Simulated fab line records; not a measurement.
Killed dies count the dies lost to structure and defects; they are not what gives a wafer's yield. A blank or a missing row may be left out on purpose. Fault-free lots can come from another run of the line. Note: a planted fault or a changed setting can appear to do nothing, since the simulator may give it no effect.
A struck lot beside a sound one    flow nandHarc    14 out of 1302 route steps
Sound: the wafers L487.2, L487.4, L487.5. Wafers L499.1, L499.4, L499.6 were the ones struck. At the end, the cause is stated.
For every step that has rows: the tool of each side, followed by ch and its chambers, followed by its first start. Under that, the readings that differ: sound wafers    struck wafers    difference of the means    sigmas: that difference in standard deviations of wafers without a fault.
alike: readings with means less than 2 such deviations apart, plus words and numbers identical on both sides. not compared: withheld readings, readings lacking a value on some wafer, bounds such as >300 that could conceal the same value, and numbers that have no deviation in the record and whose values overlap.
Wherever a step has rows on one side only, a row that says differs or no value, or a row with sigmas, the two part there. When numbers do not overlap yet have no deviation, they are printed without sigmas and do not part them. A reading missing from all wafers of one side parts the sides only when that side holds two or more wafers.

first, 7 steps without rows for these wafers: NHARC_P_M0_COAT_33 (time 65 s); NHARC_P_M0_COAT_03 (resist thk 90 nm); NHARC_P_M0_SOFTBAKE_04 (time 55 s); NHARC_P_M0_EBR_05; NHARC_P_M0_EXPOSE_06 (exposes mask P M0, target cd 90 nm); NHARC_P_M0_PEB_07 (peb time 65 s); NHARC_P_M0_DEVELOP_08 (develop time 35 s).
NHARC_P_M0_CD_MEAS_09 targets a cd of 90 nm.
  sound on cdSem-01 ch 0, day 9 15:37; struck on cdSem-01 ch 0, day 14 06:02
  alike: cdNm
NHARC_P_M0_OVL_MEAS_10: pitch 180 nm.
  sound: overlay-01 at day 9 15:43; struck: overlay-02 at day 14 06:08
reading          sound        struck         difference  sigmas
overlayXNm (nm)  1.2 1.8 1.4  0.0 -0.6 -0.4  -1.8        -2
  alike: overlayYNm
NHARC_P_M0_INSPECT_11:
  sound: defectInspect-02 at day 9 15:45; struck: defectInspect-02 at day 14 06:10
  alike: rawDefectCount
NHARC_P_M0_DESCUM_14: chemistry O2, time 3 s.
  sound on rieDiel-13 ch 0,1,3, day 9 15:49; struck on rieDiel-08 ch 2,3, day 14 06:14
  alike: drypumpMotorCurrentA, oesProductAu, rfVppV, showerheadPlenumPTorr, throttleValvePct
  not compared: rfHoursCounterH
NHARC_P_M0_ETCH_34: etches the open film in N2/H2, target depth 40 nm, overetch 12 nm, time 43.94 s.
  sound on rieDiel-13 ch 1,2, day 9 15:53; struck on rieDiel-08 ch 1,2, day 14 06:19
  alike: biasW, chamberPressureMTorr, drypumpMotorCurrentA, oesProductAu, rfVppV, showerheadPlenumPTorr, throttleValvePct
  not compared: rfHoursCounterH
NHARC_P_M0_ETCH_15: etches the open film in C4F8/Ar, target depth 150 nm, overetch 15 nm, time 82.5 s.
  sound on rieDiel-13 ch 0,1,3, day 9 15:59; struck on rieDiel-08 ch 0,1,2, day 14 06:24
  no value came back on the struck wafers for biasW (W), chamberPressureMTorr (mTorr), oesProductAu (a.u.), rfVppV (V); on the sound wafers biasW (W) reads 298.9 300.4 299.4
  not compared: rfHoursCounterH
NHARC_P_M0_CD_MEAS_16:
  sound: cdSem-02 at day 9 16:07; struck: cdSem-01 at day 14 06:32
  alike: cdNm

== WHERE THEY PART ==
Last at NHARC_P_M0_ETCH_15 as far as this record goes, first at NHARC_P_M0_OVL_MEAS_10. Later steps at which nothing parts them and some readings are alike: NHARC_P_M0_CD_MEAS_16.

WHY: whatever the simulator had introduced
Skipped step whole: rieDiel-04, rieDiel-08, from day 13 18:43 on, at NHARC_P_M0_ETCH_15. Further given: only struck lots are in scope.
